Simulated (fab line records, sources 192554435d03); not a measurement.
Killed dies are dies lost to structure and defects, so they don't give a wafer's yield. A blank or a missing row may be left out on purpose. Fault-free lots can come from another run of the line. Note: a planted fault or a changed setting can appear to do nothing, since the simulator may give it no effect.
Chamber matching || flow n5 finfet || ald sin-04 running N5_MOL_CONTACT_COAG_ALD_123: 4 sister chambers
The step deposits SiNx, target thk 5 nm, pulse time 1 s, purge time 2 s. 24 wafers are shown with their chamber, then 12 later ones without.

== WAFERS WITH THEIR CHAMBER ==
{"wafer": "L075.2", "chamber": 2, "heater power w (W)": 1001, "precursor pulse height rel": 1.012}
{"wafer": "L075.5", "chamber": 1, "heater power w (W)": 855, "precursor pulse height rel": 1.032}
{"wafer": "L075.6", "chamber": 0, "heater power w (W)": 821, "precursor pulse height rel": 1.028}
{"wafer": "L078.2", "chamber": 1, "heater power w (W)": 846, "precursor pulse height rel": 1.021}
{"wafer": "L078.3", "chamber": 0, "heater power w (W)": 812, "precursor pulse height rel": 1.024}
{"wafer": "L078.4", "chamber": 2, "heater power w (W)": 1007, "precursor pulse height rel": 1.037}
{"wafer": "L079.1", "chamber": 1, "heater power w (W)": 866, "precursor pulse height rel": 0.998}
{"wafer": "L079.3", "chamber": 2, "heater power w (W)": 992, "precursor pulse height rel": 0.967}
{"wafer": "L079.4", "chamber": 3, "heater power w (W)": 819, "precursor pulse height rel": 1.025}
{"wafer": "L082.1", "chamber": 2, "heater power w (W)": 1014, "precursor pulse height rel": 1.014}
{"wafer": "L082.4", "chamber": 1, "heater power w (W)": 844, "precursor pulse height rel": 1.012}
{"wafer": "L082.5", "chamber": 3, "heater power w (W)": 822, "precursor pulse height rel": 0.986}
{"wafer": "L083.1", "chamber": 2, "heater power w (W)": 990, "precursor pulse height rel": 0.974}
{"wafer": "L083.4", "chamber": 0, "heater power w (W)": 820, "precursor pulse height rel": 1.031}
{"wafer": "L083.6", "chamber": 0, "heater power w (W)": 847, "precursor pulse height rel": 1.005}
{"wafer": "L086.1", "chamber": 0, "heater power w (W)": 801, "precursor pulse height rel": 1.020}
{"wafer": "L086.2", "chamber": 1, "heater power w (W)": 843, "precursor pulse height rel": 1.018}
{"wafer": "L086.4", "chamber": 3, "heater power w (W)": 836, "precursor pulse height rel": 1.000}
{"wafer": "L087.1", "chamber": 0, "heater power w (W)": 815, "precursor pulse height rel": 1.007}
{"wafer": "L087.3", "chamber": 2, "heater power w (W)": 1001, "precursor pulse height rel": 0.999}
{"wafer": "L087.6", "chamber": 1, "heater power w (W)": 847, "precursor pulse height rel": 1.012}
{"wafer": "L091.1", "chamber": 2, "heater power w (W)": 975, "precursor pulse height rel": 0.992}
{"wafer": "L091.2", "chamber": 3, "heater power w (W)": 834, "precursor pulse height rel": 0.995}
{"wafer": "L091.3", "chamber": 1, "heater power w (W)": 822, "precursor pulse height rel": 1.005}

SIGNATURES, as means of the wafers listed above
{"reading": "heater power w", "chamber 0": 819.33, "chamber 1": 846.14, "chamber 2": 997.14, "chamber 3": 827.75, "scatter within a chamber": 13.1}
{"reading": "precursor pulse height rel", "chamber 0": 1.01917, "chamber 1": 1.01400, "chamber 2": 0.99929, "chamber 3": 1.00150, "scatter within a chamber": 0.0169}
Rule: for a wafer and a chamber, the distance is found by dividing, reading by reading, the gap between the wafer's reading and the chamber's mean by the reading's scatter, squaring, summing and taking the root. The wafer belongs to the nearest chamber; if the next one is less than 2 further off, it can't be placed. The scatter: take each reading less its chamber's mean, square it, sum over the shown wafers, divide by the number of wafers less the number of chambers, and take the root.

== WAFERS WITH NO CHAMBER GIVEN ==
{"wafer": "L091.4", "heater power w (W)": 831, "precursor pulse height rel": 0.953}
{"wafer": "L091.5", "heater power w (W)": 955, "precursor pulse height rel": 1.011}
{"wafer": "L091.6", "heater power w (W)": 799, "precursor pulse height rel": 0.984}
{"wafer": "L092.2", "heater power w (W)": 810, "precursor pulse height rel": 0.960}
{"wafer": "L092.3", "heater power w (W)": 826, "precursor pulse height rel": 0.978}
{"wafer": "L092.4", "heater power w (W)": 988, "precursor pulse height rel": 1.011}
{"wafer": "L093.4", "heater power w (W)": 813, "precursor pulse height rel": 0.979}
{"wafer": "L093.5", "heater power w (W)": 958, "precursor pulse height rel": 1.021}
{"wafer": "L093.6", "heater power w (W)": 820, "precursor pulse height rel": 0.947}
{"wafer": "L097.1", "heater power w (W)": 809, "precursor pulse height rel": 1.014}
{"wafer": "L097.3", "heater power w (W)": 965, "precursor pulse height rel": 1.022}
{"wafer": "L097.5", "heater power w (W)": 826, "precursor pulse height rel": 1.032}

== THE CHAMBER EACH PASSED THROUGH ==
{"wafer": "L091.4", "from the rows above": "can't be placed: 3 or 1 or 0", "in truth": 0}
{"wafer": "L091.5", "from the rows above": 2, "in truth": 2}
{"wafer": "L091.6", "from the rows above": "can't be placed: 3 or 0 or 1", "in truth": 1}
{"wafer": "L092.2", "from the rows above": "can't be placed: 3 or 0 or 1", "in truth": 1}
{"wafer": "L092.3", "from the rows above": "can't be placed: 3 or 0 or 1", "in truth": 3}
{"wafer": "L092.4", "from the rows above": 2, "in truth": 2}
{"wafer": "L093.4", "from the rows above": "can't be placed: 3 or 0 or 1", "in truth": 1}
{"wafer": "L093.5", "from the rows above": 2, "in truth": 2}
{"wafer": "L093.6", "from the rows above": "can't be placed: 3 or 0 or 1", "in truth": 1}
{"wafer": "L097.1", "from the rows above": "can't be placed: 0 or 3 or 1", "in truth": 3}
{"wafer": "L097.3", "from the rows above": 2, "in truth": 2}
{"wafer": "L097.5", "from the rows above": "can't be placed: 0 or 3 or 1", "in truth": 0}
Placed correctly: 4 of 12. Not placeable from these rows: 8 (in 8, the candidates include the true chamber). Wrongly placed: 0.
